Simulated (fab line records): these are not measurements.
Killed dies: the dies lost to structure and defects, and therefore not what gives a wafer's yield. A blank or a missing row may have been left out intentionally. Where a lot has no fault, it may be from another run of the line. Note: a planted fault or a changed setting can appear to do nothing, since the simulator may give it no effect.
Matching of chambers    flow nandHarc    NHARC_A_DECK1_JOINT_DEP_16 on pecvd-03: 3 sister chambers
The step deposits SiO2, target thk 45 nm. 3 wafers are shown with their chamber, then 6 later ones without.

== WAFERS PAIRED WITH THEIR CHAMBERS ==
wafer   chamber  heaterPowerW (W)
L274.1  0        695
L275.3  1        577
L284.5  2        514

== WAFERS WHOSE CHAMBER IS MISSING ==
wafer   heaterPowerW (W)
L284.6  626
L285.1  574
L285.2  671
L285.6  499
L287.5  615
L287.6  686

== CHAMBER TAKEN BY EACH ==
wafer    from the rows above       in truth
L284.6   can't be placed: 1 or 0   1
L285.1   1                         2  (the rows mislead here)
L285.2   0                         0
L285.6   2                         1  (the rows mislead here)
L287.5   can't be placed: 1 or 0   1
L287.6   0                         0
Correctly placed: 2 of 6. From these rows, 2 cannot be placed; in 2 the true chamber is one of the candidates. Number placed wrongly: 2.
How it was worked out, from the rows above alone: a wafer's distance from a chamber is the root of the sum, over the readings, of the square of ((its reading less the chamber's mean) divided by the reading's scatter). If the next closest chamber is less than 2 further off than the closest, the wafer can't be placed; otherwise it belongs to the closest. The mean given for a chamber averages the wafers shown for that chamber. The scatter (one wafer shown for each chamber): square how far every hidden wafer sits from the nearest shown wafer, average those squares and take the square root.
